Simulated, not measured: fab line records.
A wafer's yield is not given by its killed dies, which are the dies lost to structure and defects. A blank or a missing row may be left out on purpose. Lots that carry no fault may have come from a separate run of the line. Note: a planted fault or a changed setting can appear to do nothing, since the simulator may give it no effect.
Which of the tools did it? | flow nandHarc | 12 lots, 36 wafers sampled, at 6 steps of a route of 1159

WHAT EACH GAUGE READ, for each wafer
NHARC_P_GATE_CD_MEAS_11: the cd target is 1640 nm.
lot  | measured    | on       | cdNm (nm)
L475 | day 3 20:23 | cdSem-01 | 1636.7 1639.9 1639.6
L476 | day 4 06:46 | cdSem-01 | 1637.1 1637.6 1638.5
L478 | day 4 17:16 | cdSem-01 | 1639.4 1637.3 1636.0
L482 | day 6 00:01 | cdSem-03 | 1639.9 1639.8 1640.6
L488 | day 7 06:28 | cdSem-02 | 1645.0 1638.3 1642.1
L487 | day 7 06:38 | cdSem-01 | 1642.8 1637.6 1637.6
L490 | day 7 21:10 | cdSem-03 | 1642.0 1645.0 1638.4
L493 | day 8 10:05 | cdSem-01 | 1640.0 1639.1 1639.3
L494 | day 8 17:58 | cdSem-03 | 1639.7 1640.5 1636.8
L495 | day 9 01:59 | cdSem-01 | 1638.5 1639.8 1637.8
L496 | day 9 10:01 | cdSem-01 | 1639.2 1638.3 1639.8
L498 | day 9 14:57 | cdSem-01 | 1633.9 1637.1 1636.7

NHARC_P_GATE_CD_MEAS_46: the cd target is 720 nm.
lot  | measured     | on       | cdNm (nm)
L475 | day 5 01:25  | cdSem-01 | 721.8 720.5 720.5
L476 | day 5 09:31  | cdSem-03 | 717.9 720.3 721.0
L478 | day 5 20:38  | cdSem-01 | - - -
L482 | day 7 03:29  | cdSem-03 | 719.3 717.7 723.6
L488 | day 8 09:10  | cdSem-02 | 719.8 720.0 720.0
L487 | day 8 09:19  | cdSem-01 | 722.4 722.0 725.1
L490 | day 9 01:07  | cdSem-01 | 720.8 718.3 718.9
L493 | day 9 11:59  | cdSem-01 | 724.5 722.9 722.6
L494 | day 9 21:19  | cdSem-01 | 718.5 722.0 721.9
L495 | day 10 04:19 | cdSem-03 | 721.1 721.3 720.6
L496 | day 10 13:55 | cdSem-02 | 725.0 722.1 717.0
L498 | day 10 19:36 | cdSem-02 | 720.6 720.3 718.5

NHARC_END_SORT_01.
lot  | measured     | on        | killedAtArray | killedAtOther | killedAtPeriphery | killedDies  | killedOpen | killedShort
L478 | day 20 14:00 | prober-02 | 32 18 32      | 0 0 0         | 645 659 645       | 677 677 677 | 3 1 4      | 3 0 2
L487 | day 22 05:56 | prober-01 | 40            | 0             | 1                 | 41          | 7          | 3

WHAT TOOL EACH LOT RAN ON (gives the tool, then ch and the chambers of the sampled wafers, and finally the start)
lot  | NHARC_P_GATE_DESCUM_31           | NHARC_P_GATE_HM_OPEN_105                    | NHARC_P_GATE_EXPOSE_43
L475 | rieDiel-13 ch 0,3, day 4 11:31   | rieDiel-13 ch 1,2,3, day 5 01:16 or earlier | krfScanner-04 ch 0, day 5 01:16
L476 | rieDiel-13 ch 2,3, day 4 21:51   | rieDiel-13 ch 0,1, day 5 09:22 or earlier   | krfScanner-04 ch 0, day 5 09:22
L478 | rieDiel-03 ch 0,3, day 5 08:53   | rieDiel-03 ch 0,2,3, day 5 20:29 or earlier | krfScanner-03 ch 0, day 5 20:29
L482 | rieDiel-13 ch 1,2,3, day 6 15:44 | rieDiel-13 ch 0,2,3, day 7 03:19 or earlier | krfScanner-03 ch 0, day 7 03:19
L488 | rieDiel-13 ch 0,1,3, day 7 20:26 | rieDiel-13 ch 0,1, day 8 09:01 or earlier   | krfScanner-04 ch 0, day 8 09:01
L487 | rieDiel-13 ch 0,2,3, day 7 20:24 | rieDiel-13 ch 0,1,3, day 8 09:10 or earlier | krfScanner-03 ch 0, day 8 09:10
L490 | rieDiel-13 ch 1,2, day 8 11:05   | rieDiel-13 ch 1,2,3, day 9 00:57 or earlier | krfScanner-04 ch 0, day 9 00:57
L493 | rieDiel-03 ch 0,1, day 9 00:11   | rieDiel-03 ch 0,1,3, day 9 11:49 or earlier | krfScanner-03 ch 0, day 9 11:49
L494 | rieDiel-03 ch 0,1,2, day 9 09:35 | rieDiel-03 ch 0,1,3, day 9 21:10 or earlier | krfScanner-03 ch 0, day 9 21:10
L495 | rieDiel-03 ch 0,3, day 9 16:24   | rieDiel-03 ch 0,3, day 10 04:10 or earlier  | krfScanner-02 ch 0, day 10 04:10
L496 | rieDiel-08 ch 1,2, day 10 00:59  | rieDiel-08 ch 2,3, day 10 13:46 or earlier  | krfScanner-03 ch 0, day 10 13:46
L498 | rieDiel-08 ch 0,3, day 10 07:31  | rieDiel-08 ch 0,3, day 10 19:26 or earlier  | krfScanner-02 ch 0, day 10 19:26
- NHARC_P_GATE_DESCUM_31: chemistry O2, time 3 s.
- NHARC_P_GATE_HM_OPEN_105: chemistry O2/COS, target depth 360 nm.
- NHARC_P_GATE_EXPOSE_43: exposes mask P NSD, target cd 720 nm.

AS READ BY THE TOOLS THEMSELVES (means over the sampled wafers that have a number; for cases with no such wafer, the mark the record gives instead)
NHARC_P_GATE_DESCUM_31.
lot  | tool       | drypumpMotorCurrentA (A) | oesProductAu (a.u.) | rfVppV (V) | showerheadPlenumPTorr (Torr) | throttleValvePct (%)
L475 | rieDiel-13 | 6.1                      | 1.005               | 56.7       | 1.79                         | 11.309
L476 | rieDiel-13 | 5.7                      | 0.986               | 56.8       | 1.81                         | 11.300
L478 | rieDiel-03 | 6.0                      | 0.998               | 57.1       | 1.86                         | 11.307
L482 | rieDiel-13 | 5.7                      | 0.992               | 57.6       | 1.95                         | 11.317
L488 | rieDiel-13 | 6.1                      | 0.989               | 57.7       | 1.92                         | 11.306
L487 | rieDiel-13 | 5.8                      | 0.988               | 58.0       | 1.93                         | 11.311
L490 | rieDiel-13 | 5.3                      | 0.990               | 57.5       | 1.88                         | 11.306
L493 | rieDiel-03 | 5.6                      | 1.004               | 57.6       | 1.99                         | 11.315
L494 | rieDiel-03 | 5.7                      | 1.004               | 58.3       | 1.95                         | 11.314
L495 | rieDiel-03 | 6.3                      | 1.002               | 58.0       | 1.84                         | 11.321
L496 | rieDiel-08 | 5.3                      | 0.993               | 57.9       | 1.82                         | 11.307
L498 | rieDiel-08 | 5.4                      | 1.013               | 57.6       | 1.82                         | 11.303

NHARC_P_GATE_HM_OPEN_105.
lot  | tool       | drypumpMotorCurrentA (A) | oesProductAu (a.u.) | rfVppV (V) | showerheadPlenumPTorr (Torr) | throttleValvePct (%)
L475 | rieDiel-13 | 5.7                      | 0.979               | 465        | 3.03                         | 28.338
L476 | rieDiel-13 | 6.2                      | 0.993               | 466        | 3.02                         | 28.326
L478 | rieDiel-03 | 6.1                      | 1.006               | 466        | 3.07                         | 28.334
L482 | rieDiel-13 | 5.8                      | 1.001               | 469        | 3.15                         | 28.326
L488 | rieDiel-13 | 6.1                      | 1.001               | 464        | 3.01                         | 28.336
L487 | rieDiel-13 | 6.1                      | 0.993               | 467        | 3.14                         | 28.332
L490 | rieDiel-13 | 5.7                      | 0.990               | 468        | 3.17                         | 28.328
L493 | rieDiel-03 | 5.9                      | 1.000               | 468        | 3.13                         | 28.337
L494 | rieDiel-03 | 5.9                      | 1.005               | 467        | 3.13                         | 28.332
L495 | rieDiel-03 | 6.3                      | 1.004               | 465        | 3.01                         | 28.334
L496 | rieDiel-08 | 5.2                      | 1.007               | 465        | 2.95                         | 28.328
L498 | rieDiel-08 | 5.3                      | 1.014               | 464        | 2.95                         | 28.319

THE ANSWER, worked out from the rows above alone
Rule: usual is defined by the lots themselves. The widest of any qualifying gaps counts: lots, ordered by their means at a reading, are off when they make up no more than a third of the lots, leave a main group of 4 or more, and stand apart from it by 3 or more times the standard deviation of that group's means. The tables above print the reading to a certain number of digits; a main group whose means all agree to those digits is not used. A lot without any number at a reading at which 4 lots or more have one is off too. The other lots that the step has rows for count as sound. First the gauges in route order, then the tools' own readings, where a lot's mean is used as printed above. At the first step where some lot is off, the reading lying furthest off is the one used; lots without a number count as furthest.
Off: L478 (NHARC_P_GATE_CD_MEAS_46, cdNm). Without a number there: L478. The main group: mean 720.9 nm, standard deviation 1.3.
If a tool, at a process step before that reading, ran all the lots that are off and no sound lot after the first of them, it fits. Those tools and the gauges at NHARC_P_GATE_CD_MEAS_46 are tried in the same way. Because NHARC_P_GATE_HM_OPEN_105 lacks a start for some lots, the hours and order of its lots are taken from NHARC_P_GATE_EXPOSE_43. None of those tried fits.

WHAT WAS PUT IN BY THE SIMULATOR
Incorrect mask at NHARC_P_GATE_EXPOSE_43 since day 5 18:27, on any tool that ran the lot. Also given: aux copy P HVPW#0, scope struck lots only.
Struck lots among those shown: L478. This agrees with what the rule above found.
